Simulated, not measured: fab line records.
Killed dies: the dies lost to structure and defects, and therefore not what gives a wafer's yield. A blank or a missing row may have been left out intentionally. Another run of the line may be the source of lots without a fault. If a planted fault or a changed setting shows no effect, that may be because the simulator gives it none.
fab line records | flow nand_harc
record: lots: 12 | wafers: 36 | last_day: 33
route steps=1302 shown P_GATE@146
lots that met no fault: taken from a fault-free run of the same line
start_h: hours from the record's first day to the start of the lot's first wafer shown | wait_h: hours elapsed since this lot's preceding step | " repeats the value in the row above | L1.1+2: a single row standing in for several wafers | - either no value or no given start | * or withheld: withheld | < > ~ a bound
route shown NAME@n: a module of which the file shows steps, and the number in the route of the first | usual: average and standard deviation across the fault-free wafers | same: alike in all rows | chamber/n: place in a boat | sites: each site's reading | _std_site: the standard deviation of these | _edge_site: inner sites' mean taken away from outer sites' mean | radius_mm: for every site, how far away it sits from the centre of the wafer | mask NAME#n: copy n | behind: the most recent tool/chamber to have shaped the wafer | hold: why the lot went on hold/how many hours it stayed there/how the hold came to an end | device: transistor that didn't switch, given as n, p or np | end of line: the tests these same wafers got at the end of their route | step lacking rows: just its recipe | killed: the dies lost at the first sort to structure and to defects; this is not the yield of the wafer | map: the dies of a wafer, with x for killed, . for not killed, _ for no die there
set.NAME: the setting as run; set.NAME@STEP: as run at that earlier step | model.NAME: the simulator's own value behind a step, which no gauge read
a sample of lots followed through the steps of the route, with each step as a table and each wafer as a row
services: a tool's chamber out of use, with start hour (start_h, from the record's first day; less than 0 if before it), hours out, and reason
== steps ==
step: NHARC_P_GATE_HM_OPEN_105
recipe: target_depth_a: 3600 | o2_flow_sccm: 400 | cos_flow_sccm: 20 | ar_flow_sccm: 0 | rf_w: 500 | bias_w: 300 | chemistry: O2/COS
usual: drypump_motor_current_A: 5.5/0.47 | oes_product_au: 0.996/0.01 | rf_vpp_V: 467/3.3 | showerhead_plenum_p_Torr: 3.11/0.15 | throttle_valve_pct: 28.329/0.0092
lot.wafer | tool        | chamber | start_h | wait_h | drypump_motor_current_A | oes_product_au | rf_hours_counter_h | rf_vpp_V | showerhead_plenum_p_Torr | throttle_valve_pct
L681.3    | rie_diel-11 | 2       | -       | -      | 6.1                     | 1.000          | 2.3                | 469      | 3.20                     | 28.333
L681.5    | "           | 3       | "       | "      | 5.8                     | 0.988          | -                  | 465      | 3.03                     | 28.323
L681.6    | "           | 0       | "       | "      | 4.7                     | 0.986          | -                  | 471      | 3.22                     | 28.323
L682.2    | rie_diel-12 | 0       | -       | -      | 5.7                     | 0.990          | 0.5                | 472      | 3.33                     | 28.313
L682.3    | "           | 2       | "       | "      | 4.7                     | 0.987          | 0.4                | 470      | 3.23                     | 28.320
L682.6    | "           | 0       | "       | "      | 5.6                     | 0.986          | -                  | 470      | 3.33                     | 28.330
L683.4    | rie_diel-12 | 1       | -       | -      | 6.2                     | 0.998          | 0.8                | 465      | 3.01                     | 28.332
L683.1    | "           | 3       | "       | "      | 6.1                     | 0.994          | 0.6                | 466      | 3.07                     | 28.315
L683.6    | "           | 2       | "       | "      | 4.7                     | 0.990          | -                  | 470      | 3.23                     | 28.327
L691.1    | rie_diel-04 | 3       | -       | -      | 5.2                     | 0.994          | 0.7                | 473      | 3.35                     | 28.343
L691.2    | "           | 2       | "       | "      | 5.9                     | 0.995          | 0.7                | 463      | 2.93                     | 28.338
L691.5    | "           | 1       | "       | "      | 5.6                     | 0.991          | -                  | 463      | 2.94                     | 28.324
L692.3    | rie_diel-11 | 2       | -       | -      | 6.1                     | 0.990          | 7.3                | 468      | 3.20                     | 28.341
L692.1    | "           | 0       | "       | "      | 4.7                     | 0.980          | 7.6                | 470      | 3.22                     | 28.331
L692.4    | "           | 2       | "       | "      | 6.1                     | 0.977          | -                  | 467      | 3.20                     | 28.333
L694.2    | rie_diel-12 | 1       | -       | -      | 6.2                     | 1.003          | 6.1                | 465      | 3.00                     | 28.355
L694.4    | "           | 2       | "       | "      | 4.7                     | 1.006          | 5.9                | 470      | 3.23                     | 28.346
L694.5    | "           | 0       | "       | "      | 5.7                     | 0.986          | -                  | 472      | 3.32                     | 28.322
L695.2    | rie_diel-11 | 1       | -       | -      | 5.3                     | 0.996          | 10.8               | 464      | 2.99                     | 28.341
L695.1    | "           | 2       | "       | "      | 6.1                     | 0.987          | 9.4                | 468      | 3.20                     | 28.308
L695.6    | "           | 1       | "       | "      | 5.3                     | 1.002          | -                  | 463      | 2.99                     | 28.343
L696.2    | rie_diel-04 | 2       | -       | -      | 5.9                     | 1.008          | 3.0                | 463      | 2.93                     | 28.339
L696.6    | "           | 2       | "       | "      | 5.9                     | 1.014          | -                  | 463      | 2.93                     | 28.327
L696.5    | "           | 3       | "       | "      | 5.2                     | 0.996          | -                  | 473      | 3.35                     | 28.326
L697.2    | rie_diel-12 | 1       | -       | -      | 6.2                     | 0.999          | 7.1                | 465      | 3.00                     | 28.334
L697.6    | "           | 3       | "       | "      | 6.1                     | 0.984          | -                  | 466      | 3.07                     | 28.352
L697.5    | "           | 0       | "       | "      | 5.6                     | 0.991          | -                  | 471      | 3.32                     | 28.321
L698.1    | rie_diel-12 | 3       | -       | -      | 6.1                     | 0.989          | 7.8                | 467      | 3.07                     | 28.333
L698.5    | "           | 3       | "       | "      | 6.1                     | 0.986          | -                  | 465      | 3.07                     | 28.319
L698.6    | "           | 0       | "       | "      | 5.7                     | 0.995          | -                  | 472      | 3.32                     | 28.323
L703.1    | rie_diel-04 | 3       | -       | -      | 5.2                     | 1.005          | 7.2                | 471      | 3.35                     | 28.330
L703.2    | "           | 2       | "       | "      | 5.8                     | 0.996          | 4.7                | 462      | 2.93                     | 28.319
L703.6    | "           | 2       | "       | "      | 5.8                     | 1.001          | -                  | 462      | 2.93                     | 28.320
L704.1    | rie_diel-11 | 0       | -       | -      | 4.7                     | 0.972          | 3.6                | 468      | 3.21                     | 28.335
L704.2    | "           | 1       | "       | "      | 5.3                     | 0.987          | 3.9                | 465      | 2.99                     | 28.329
L704.5    | "           | 0       | "       | "      | 4.7                     | 0.984          | -                  | 471      | 3.21                     | 28.326
step: NHARC_P_GATE_STRIP_111
recipe: power_w: 1500 | temp_c: 110 | time_s: 250 | chemistry: N2/H2
usual: drypump_motor_current_A: 5.7/0.54 | heater_power_w: 91/6.6 | temp_c: 110.00/0.13
lot.wafer | tool            | chamber | start_h | wait_h | drypump_motor_current_A | heater_power_w | rf_hours_counter_h | temp_c
L681.3    | plasma_asher-01 | 1       | 119.35  | 0.2    | 5.0                     | 87             | -                  | 109.94
L681.6    | "               | 1       | "       | "      | 5.0                     | 84             | -                  | 110.05
L681.5    | "               | 0       | "       | "      | 5.3                     | 82             | -                  | 109.95
L682.2    | plasma_asher-02 | 1       | 121.43  | 0.2    | 5.8                     | 99             | 6                  | 110.03
L682.3    | "               | 0       | "       | "      | 6.5                     | 97             | -                  | 110.01
L682.6    | "               | 0       | "       | "      | 6.5                     | 95             | -                  | 110.12
L683.1    | plasma_asher-02 | 1       | 129.32  | 0.3    | 5.8                     | 99             | 8                  | 109.85
L683.4    | "               | 1       | "       | "      | 5.8                     | 101            | -                  | 109.92
L683.6    | "               | 1       | "       | "      | 5.8                     | 101            | -                  | 109.80
L691.2    | plasma_asher-02 | 1       | 213.81  | 0.2    | 5.8                     | 98             | 30                 | 109.83
L691.1    | "               | 0       | "       | "      | 6.5                     | 96             | 30                 | 110.15
L691.5    | "               | 0       | "       | "      | 6.5                     | 97             | -                  | 109.94
L692.1    | plasma_asher-01 | 1       | 220.45  | 0.2    | 5.1                     | 87             | 9                  | 110.15
L692.4    | "               | 1       | "       | "      | 5.1                     | 86             | -                  | 109.89
L692.3    | "               | 0       | "       | "      | 5.3                     | 84             | -                  | 110.04
L694.2    | plasma_asher-02 | 1       | 237.12  | 0.2    | 5.8                     | 100            | 35                 | 110.13
L694.4    | "               | 1       | "       | "      | 5.8                     | 96             | -                  | 109.75
L694.5    | "               | 0       | "       | "      | 6.5                     | 98             | -                  | 109.81
L695.2    | plasma_asher-01 | 1       | 254.11  | 0.2    | 5.1                     | 89             | 16                 | 109.81
L695.1    | "               | 0       | "       | "      | 5.3                     | 83             | 16                 | 109.74
L695.6    | "               | 1       | "       | "      | 5.1                     | 87             | -                  | 109.93
L696.2    | plasma_asher-01 | 0       | 265.89  | 0.2    | 5.4                     | 83             | 19                 | 109.97
L696.6    | "               | 0       | "       | "      | 5.4                     | 80             | -                  | 110.01
L696.5    | "               | 1       | "       | "      | 5.1                     | 88             | -                  | 109.73
L697.2    | plasma_asher-01 | 1       | 274.59  | 0.2    | 5.0                     | 87             | 21                 | 109.87
L697.6    | "               | 0       | "       | "      | 5.3                     | 84             | -                  | 109.99
L697.5    | "               | 1       | "       | "      | 5.0                     | 89             | -                  | 109.85
L698.1    | plasma_asher-02 | 0       | 278.70  | 0.3    | 6.5                     | 98             | 4                  | 109.97
L698.6    | "               | 1       | "       | "      | 5.8                     | 98             | -                  | 109.83
L698.5    | "               | 0       | "       | "      | 6.5                     | 102            | -                  | 110.01
L703.2    | plasma_asher-02 | 1       | 327.68  | 0.2    | 5.8                     | 98             | 12                 | 109.83
L703.1    | "               | 0       | "       | "      | 6.5                     | 98             | 12                 | 109.95
L703.6    | "               | 1       | "       | "      | 5.8                     | 96             | -                  | 109.98
L704.2    | plasma_asher-01 | 0       | 340.99  | 0.2    | 5.3                     | 82             | 34                 | 110.19
L704.1    | "               | 1       | "       | "      | 5.0                     | 87             | 34                 | 109.93
L704.5    | "               | 1       | "       | "      | 5.1                     | 85             | -                  | 109.96
step: NHARC_P_GATE_DESCUM_61
recipe: time_s: 3 | o2_flow_sccm: 200 | ar_flow_sccm: 0 | bias_power_w: 0 | chemistry: O2
usual: drypump_motor_current_A: 5.5/0.5 | oes_product_au: 0.994/0.01 | rf_vpp_V: 57.8/0.94 | run_length_s: 23.8/0.31 | showerhead_plenum_p_Torr: 1.92/0.085 | throttle_valve_pct: 11.312/0.009
lot.wafer | tool        | chamber | start_h | wait_h | drypump_motor_current_A | oes_product_au | rf_hours_counter_h | rf_vpp_V | run_length_s | showerhead_plenum_p_Torr | throttle_valve_pct
L681.3    | rie_diel-12 | 0       | 120.59  | -      | 5.6                     | 0.987          | 0.8                | 58.5     | 23.8         | 2.05                     | 11.321
L681.5    | "           | 3       | "       | "      | 6.1                     | 0.990          | -                  | 57.7     | 24.1         | 1.88                     | 11.321
L681.6    | "           | 0       | "       | "      | 5.6                     | 0.982          | -                  | 57.5     | 23.2         | 2.05                     | 11.306
L682.3    | rie_diel-12 | 1       | 122.92  | -      | 6.2                     | 0.992          | 0.9                | 57.3     | 23.6         | 1.84                     | 11.296
L682.2    | "           | 2       | "       | "      | 4.7                     | 0.990          | 0.8                | 57.0     | 23.9         | 1.99                     | 11.313
L682.6    | "           | 1       | "       | "      | 6.2                     | 0.999          | -                  | 57.8     | 23.7         | 1.84                     | 11.303
L683.1    | rie_diel-11 | 1       | 130.67  | -      | 5.3                     | 0.990          | 3.5                | 56.7     | 23.8         | 1.83                     | 11.306
L683.4    | "           | 3       | "       | "      | 5.8                     | 0.986          | 3.4                | 57.5     | 23.9         | 1.85                     | 11.320
L683.6    | "           | 0       | "       | "      | 4.7                     | 0.967          | -                  | 56.7     | 24.0         | 1.98                     | 11.321
L691.2    | rie_diel-12 | 1       | 215.20  | -      | 6.2                     | 1.003          | 5.8                | 58.5     | 23.2         | 1.84                     | 11.324
L691.1    | "           | 2       | "       | "      | 4.7                     | 0.991          | 5.7                | 58.9     | 24.0         | 1.98                     | 11.328
L691.5    | "           | 2       | "       | "      | 4.7                     | 1.011          | -                  | 56.9     | 24.2         | 1.98                     | 11.301
L692.4    | rie_diel-12 | 0       | 221.71  | -      | 5.7                     | 0.986          | 6.1                | 57.8     | 22.0         | 2.04                     | 11.321
L692.3    | "           | 2       | "       | "      | 4.7                     | 1.000          | 5.9                | 58.9     | 23.8         | 1.99                     | 11.302
L692.1    | "           | 3       | "       | "      | 6.1                     | 0.983          | 6.2                | 59.3     | 24.1         | 1.88                     | 11.323
L694.2    | rie_diel-12 | 0       | 238.51  | -      | 5.6                     | 0.983          | 6.4                | 57.4     | 21.7         | 2.04                     | 11.311
L694.4    | "           | 0       | "       | "      | 5.6                     | 0.979          | -                  | 57.9     | 21.7         | 2.04                     | 11.313
L694.5    | "           | 3       | "       | "      | 6.1                     | 0.993          | -                  | 58.2     | 23.8         | 1.88                     | 11.318
L695.2    | rie_diel-11 | 0       | 255.49  | -      | 4.7                     | 0.984          | 12.7               | 58.2     | 24.2         | 1.97                     | 11.326
L695.1    | "           | 3       | "       | "      | 5.8                     | 0.985          | 11.3               | 57.6     | 23.5         | 1.85                     | 11.301
L695.6    | "           | 0       | "       | "      | 4.7                     | 0.985          | -                  | 57.6     | 24.3         | 1.97                     | 11.298
L696.2    | rie_diel-04 | 2       | 267.32  | -      | 5.8                     | 1.008          | 3.5                | 57.0     | 23.5         | 1.79                     | 11.295
L696.5    | "           | 3       | "       | "      | 5.2                     | 0.995          | -                  | 60.8     | 23.9         | 2.06                     | 11.308
L696.6    | "           | 0       | "       | "      | 5.2                     | 0.992          | -                  | 58.7     | 24.0         | 1.95                     | 11.320
L697.2    | rie_diel-04 | 3       | 275.84  | -      | 5.2                     | 1.001          | 5.5                | 59.5     | 23.7         | 2.06                     | 11.311
L697.6    | "           | 0       | "       | "      | 5.2                     | 1.009          | -                  | 59.0     | 23.7         | 1.95                     | 11.319
L697.5    | "           | 1       | "       | "      | 5.5                     | 1.013          | -                  | 57.2     | 23.6         | 1.80                     | 11.291
L698.1    | rie_diel-11 | 3       | 279.93  | -      | 5.8                     | 1.005          | 1.2                | 57.1     | 23.5         | 1.85                     | 11.306
L698.6    | "           | 2       | "       | "      | 6.1                     | 1.005          | -                  | 58.5     | 23.7         | 1.96                     | 11.316
L698.5    | "           | 3       | "       | "      | 5.8                     | 0.989          | -                  | 58.3     | 24.0         | 1.85                     | 11.313
L703.1    | rie_diel-11 | 0       | 329.09  | -      | 4.7                     | 0.978          | 3.6                | 57.8     | 24.0         | 1.97                     | 11.312
L703.2    | "           | 1       | "       | "      | 5.3                     | 0.998          | 3.9                | 56.2     | 24.1         | 1.83                     | 11.304
L703.6    | "           | 3       | "       | "      | 5.8                     | 0.981          | -                  | 58.5     | 23.6         | 1.85                     | 11.322
L704.1    | rie_diel-11 | 3       | 342.39  | -      | 5.8                     | 0.993          | 5.6                | 57.4     | 23.4         | 1.85                     | 11.324
L704.2    | "           | 0       | "       | "      | 4.7                     | 0.977          | 4.2                | 58.6     | 24.0         | 1.97                     | 11.310
L704.5    | "           | 2       | "       | "      | 6.1                     | 0.996          | -                  | 58.8     | 23.8         | 1.96                     | 11.309
step: NHARC_P_GATE_RTA_80
recipe: temp_c: 300 | time_s: 30
usual: wafer_temp_C_max: 301.2/0.34
lot.wafer | tool          | chamber | start_h | wait_h | wafer_temp_C_max
L681.3    | rtp_anneal-02 | 0       | 124.59  | -      | 300.9
L681.5    | "             | 0       | "       | "      | 301.2
L681.6    | "             | 0       | "       | "      | 300.8
L682.2    | rtp_anneal-01 | 0       | 126.98  | -      | 301.6
L682.3    | "             | 0       | "       | "      | 301.4
L682.6    | "             | 0       | "       | "      | 301.4
L683.1    | rtp_anneal-01 | 0       | 134.63  | -      | 301.2
L683.4    | "             | 0       | "       | "      | 301.3
L683.6    | "             | 0       | "       | "      | 301.3
L691.1    | rtp_anneal-01 | 0       | 219.15  | -      | 301.3
L691.2    | "             | 0       | "       | "      | 301.1
L691.5    | "             | 0       | "       | "      | 301.6
L692.1    | rtp_anneal-01 | 0       | 225.69  | -      | 301.4
L692.3    | "             | 0       | "       | "      | 301.0
L692.4    | "             | 0       | "       | "      | 300.8
L694.2    | rtp_anneal-02 | 0       | 242.42  | -      | 300.9
L694.4    | "             | 0       | "       | "      | 301.1
L694.5    | "             | 0       | "       | "      | 300.8
L695.1    | rtp_anneal-01 | 0       | 259.50  | -      | 301.2
L695.2    | "             | 0       | "       | "      | 300.9
L695.6    | "             | 0       | "       | "      | 300.8
L696.2    | rtp_anneal-02 | 0       | 271.35  | -      | 301.0
L696.5    | "             | 0       | "       | "      | 301.1
L696.6    | "             | 0       | "       | "      | 301.2
L697.2    | rtp_anneal-01 | 0       | 279.71  | -      | 301.2
L697.5    | "             | 0       | "       | "      | 302.3
L697.6    | "             | 0       | "       | "      | 301.8
L698.1    | rtp_anneal-01 | 0       | 283.90  | -      | 301.3
L698.5    | "             | 0       | "       | "      | 301.3
L698.6    | "             | 0       | "       | "      | 301.5
L703.1    | rtp_anneal-02 | 0       | 333.06  | -      | 301.3
L703.2    | "             | 0       | "       | "      | 300.9
L703.6    | "             | 0       | "       | "      | 301.0
L704.1    | rtp_anneal-02 | 0       | 346.37  | -      | 300.9
L704.2    | "             | 0       | "       | "      | 301.8
L704.5    | "             | 0       | "       | "      | 301.1
== services ==
tool            | chamber | start_h | hours | kind
rie_diel-12     | -       | 91.40   | 9.0   | pm
rie_diel-12     | 0       | 91.40   | 9.0   | vent_cycle
rie_diel-12     | 1       | 91.40   | 9.0   | vent_cycle
plasma_asher-01 | -       | 128.80  | 2.5   | repair
rie_diel-12     | 2       | 132.61  | 3.4   | repair
rie_diel-11     | 3       | 149.74  | 8.9   | repair
plasma_asher-01 | -       | 156.04  | 1.6   | repair
plasma_asher-01 | -       | 165.00  | 9.0   | pm
rie_diel-12     | 2       | 171.27  | 3.3   | repair
rie_diel-04     | 0       | 176.63  | 23.5  | repair
rie_diel-04     | -       | 177.90  | 9.0   | pm
rie_diel-11     | 1       | 206.31  | 2.0   | repair
rie_diel-11     | 2       | 224.62  | 5.0   | repair
rie_diel-04     | 2       | 235.87  | 5.6   | repair
rie_diel-04     | 1       | 236.76  | 4.6   | repair
rie_diel-12     | 2       | 236.78  | 9.8   | repair
plasma_asher-02 | -       | 249.00  | 9.0   | pm
rie_diel-11     | -       | 255.57  | 9.0   | pm
rie_diel-12     | -       | 268.52  | 9.0   | pm
rie_diel-11     | 0       | 270.32  | 8.9   | repair
rie_diel-04     | 2       | 298.19  | 2.4   | repair
rie_diel-04     | 0       | 312.23  | 18.8  | repair
rie_diel-11     | 0       | 316.61  | 6.7   | repair
plasma_asher-01 | -       | 342.00  | 9.0   | pm
== key ==
first_sign: step: NHARC_P_GATE_DESCUM_61 | reading: run_length_s | direction: down | sigmas: 6.3 | usual: * | struck: *
effect none on later readings
met_at NHARC_P_GATE_DESCUM_61
struck_lots L692,L694
struck_wafers L692.4,L694.2,L694.4
tester_left_out L692,L694
not_acting_at NHARC_P_GATE_HM_OPEN_105,NHARC_P_GATE_STRIP_111,NHARC_P_GATE_RTA_80
onset_between 120.59 221.71
fault: kind: process_parameter_drift | tool: rie_diel-12 | chamber: 0 | onset_h: 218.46 | steps: NHARC_P_GATE_DESCUM_61 | channel: time_s | offset: * | shape: step | end_h: 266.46 | acts_in: * | stated: *
tester_left_out: of these lots the tester's yield and bins aren't shown, on N5 and GAA mostly nor the transistor test; their killed dies are dies lost to structure and defects alone, not to doping, threshold or leakage, so they don't give the yield
